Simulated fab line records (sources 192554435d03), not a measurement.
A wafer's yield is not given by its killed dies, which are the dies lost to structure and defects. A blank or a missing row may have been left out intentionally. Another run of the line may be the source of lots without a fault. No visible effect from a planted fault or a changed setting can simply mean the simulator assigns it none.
Lot-split experiment | flow n5Finfet | route with 1938 steps; 7 lots, 39 wafers read

## THE SPLIT ITSELF
At N5_BEOL_M2_CVD_47 (deposits Co from CCTBA/H2, target thk 3 nm, time 223.8 s), the setting targetThkA was moved away from the recipe's 30 angstrom on 12 of the 39 wafers read, by -46.7% to +40.6%. This setting was run at the recipe's value on the other wafers.

Reading taken at the split's own step.

## THE READING
Co_of_BEOL_M2_CVD_47.thkNm (the simulator's own value, which no gauge read), in nm, at N5_BEOL_M2_CVD_47 (deposits Co from CCTBA/H2, target thk 3 nm, time 223.8 s). The file does not state a usual value for it. Across the 27 wafers here that went through the recipe, the average is 3.0 nm and the standard deviation 0.13 nm.

wafer  | tool, chamber at the split | targetThkA as run, angstrom | against the recipe | Co_of_BEOL_M2_CVD_47.thkNm, nm | against lot-mates on the recipe
L075.1 | cvdCo-02, 2,1,0            | 15.99                       | -46.7%             | 1.6                            | -1.5
L075.2 | cvdCo-02, 2,1,0            | 15.99                       | -46.7%             | 1.6                            | -1.5
L075.4 | cvdCo-02, 2,1,0            | 15.99                       | -46.7%             | 1.6                            | -1.5
L075.3 | cvdCo-02, 0,2              | 30                          | recipe             | 3                              | -
L075.6 | cvdCo-02, 0,2              | 30                          | recipe             | 3                              | -
L075.5 | cvdCo-02, 1                | 30                          | recipe             | 3.2                            | -
L077.1 | cvdCo-02, 1,2              | 30                          | recipe             | 3                              | -
L077.2 | cvdCo-02, 1,2              | 30                          | recipe             | 3                              | -
L077.3 | cvdCo-02, 0,1,0,2          | 30                          | recipe             | 2.8                            | -
L077.4 | cvdCo-02, 0,1,0,2          | 30                          | recipe             | 2.8                            | -
L077.5 | cvdCo-02, 0,1,0,2          | 30                          | recipe             | 2.8                            | -
L077.6 | cvdCo-02, 0,1,0,2          | 30                          | recipe             | 2.8                            | -
L078.1 | cvdCo-01, 2,1,1            | 42.19                       | +40.6%             | 4.4                            | +1.3
L078.3 | cvdCo-01, 2,1,1            | 42.19                       | +40.6%             | 4.4                            | +1.3
L078.5 | cvdCo-01, 2,1,1            | 42.19                       | +40.6%             | 4.4                            | +1.3
L078.2 | cvdCo-01, 0,2              | 30                          | recipe             | 3.2                            | -
L078.4 | cvdCo-01, 0,2              | 30                          | recipe             | 3.2                            | -
L078.6 | cvdCo-01, 0                | 30                          | recipe             | 3                              | -
L086.1 | cvdCo-02, 1,2              | 25.31                       | -15.6%             | 2.4                            | -0.5
L086.3 | cvdCo-02, 1,2              | 25.31                       | -15.6%             | 2.4                            | -0.5
L086.2 | cvdCo-02, 0                | 30                          | recipe             | 2.8                            | -
L086.5 | cvdCo-02, 0                | 30                          | recipe             | 2.8                            | -
L086.4 | cvdCo-02, 2                | 25.31                       | -15.6%             | 2.2                            | -0.7
L086.6 | cvdCo-02, 1                | 30                          | recipe             | 3                              | -
L089.1 | cvdCo-02, 2                | 30                          | recipe             | 2.8                            | -
L089.2 | cvdCo-02, 1,2              | 30                          | recipe             | 3                              | -
L089.6 | cvdCo-02, 1,2              | 30                          | recipe             | 3                              | -
L090.1 | cvdCo-01, 1,0,2,2,0,1      | 30                          | recipe             | 3                              | -
L090.2 | cvdCo-01, 1,0,2,2,0,1      | 30                          | recipe             | 3                              | -
L090.3 | cvdCo-01, 1,0,2,2,0,1      | 30                          | recipe             | 3                              | -
L090.4 | cvdCo-01, 1,0,2,2,0,1      | 30                          | recipe             | 3                              | -
L090.5 | cvdCo-01, 1,0,2,2,0,1      | 30                          | recipe             | 3                              | -
L090.6 | cvdCo-01, 1,0,2,2,0,1      | 30                          | recipe             | 3                              | -
L094.1 | cvdCo-01, 1,0              | 30                          | recipe             | 3                              | -
L094.2 | cvdCo-01, 1,0              | 30                          | recipe             | 3                              | -
L094.3 | cvdCo-01, 2,1,2            | 18.41                       | -38.6%             | 1.8                            | -1.3
L094.4 | cvdCo-01, 2,1,2            | 18.41                       | -38.6%             | 1.8                            | -1.3
L094.6 | cvdCo-01, 2,1,2            | 18.41                       | -38.6%             | 1.8                            | -1.3
L094.5 | cvdCo-01, 0                | 30                          | recipe             | 3.2                            | -
The file does not say which wafer passed through which chamber wherever a row lists several chambers: such a row stands for several wafers.

FIT RESULTS
A straight line over all 39 wafers: Co_of_BEOL_M2_CVD_47.thkNm changes by +0.032 nm for each +1% of targetThkA; r = +0.98; the points scatter about the line by 0.13 nm.
The same after taking each lot's own level away (the mean of its wafers on the recipe; 39 wafers): +0.0318 nm for each +1%; r = +0.99; scatter 0.078 nm.
Per that fit: largest targetThkA move, reading shift of 1.5 nm.
Across the lots, their own levels run from 2.87 to 3.13 nm, a range of 2.1 times the standard deviation given above.
So the lot-to-lot level changes the slope little: the two slopes agree.
Check: -1.49 nm against its lot-mates is what the line predicts for one of the wafers moved furthest among these (-46.7%) when that wafer is left out of the fit. It came out at -1.47 nm against them.

## OTHER SPLITS APPLIED TO THESE WAFERS
Before the reading, these wafers also passed through other splits. Each is held against what the fit with the lots' levels taken away leaves over:
other split on the same wafers         | wafers away from the commonest value | r with Co_of_BEOL_M2_CVD_47.thkNm (lot level and that fit taken away)
N5_MOL_CONTACT_COAG_CVD_140 targetThkA | 12                                   | +0.33
N5_BEOL_M1_TRENCH_ETCH_37 timeS        | 15                                   | -0.18

## FILE'S OWN FIT
Co_of_BEOL_M2_CVD_47.thkNm changes by +0.0318 nm for each +1% of targetThkA, r = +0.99.
